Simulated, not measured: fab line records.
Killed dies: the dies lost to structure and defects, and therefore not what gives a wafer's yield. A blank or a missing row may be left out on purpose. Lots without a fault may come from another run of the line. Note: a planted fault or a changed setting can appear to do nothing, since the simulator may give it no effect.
Matching of chambers	flow n5 finfet	N5_BEOL_M6_STRIP_19 on rie diel-01: 3 sister chambers
The step strips in O2. 6 wafers are shown with their chamber, then 7 later ones without.

WAFERS WITH THEIR CHAMBER
wafer	chamber	throttle valve pct (%)	showerhead plenum p Torr (Torr)
L082.1	1	16.73	2.14
L082.2	2	17.09	2.19
L088.2	1	16.74	2.14
L088.3	3	16.69	2.14
L088.5	2	17.13	2.18
L090.1	3	16.71	2.14

WAFERS WITHOUT THEIR CHAMBER
wafer	throttle valve pct (%)	showerhead plenum p Torr (Torr)
L090.4	16.75	2.13
L090.5	17.12	2.18
L091.3	16.71	2.14
L091.5	16.76	2.13
L091.6	17.10	2.18
L096.3	17.16	2.17
L096.4	16.72	2.14

WHICH CHAMBER EACH WENT THROUGH
wafer	from the rows above	in truth
L090.4	can't be placed: 1 or 3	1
L090.5	2	2
L091.3	can't be placed: 3 or 1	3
L091.5	can't be placed: 1 or 3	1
L091.6	2	2
L096.3	2	2
L096.4	can't be placed: 1 or 3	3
Placed correctly: 3 of 7. Can't be placed from these rows: 4 (the true chamber is among the candidates in 4). Wrongly placed: 0.
How it was worked out, from the rows above alone: a wafer's distance from a chamber is the root of the sum, over the readings, of the square of ((its reading less the chamber's mean) divided by the reading's scatter). If the next closest chamber is less than 2 further off than the closest, the wafer can't be placed; otherwise it belongs to the closest. For every chamber, the mean is computed from those of its wafers that are shown. The scatter: take each reading less its chamber's mean, square it, sum over the shown wafers, divide by the number of wafers less the number of chambers, and take the root.
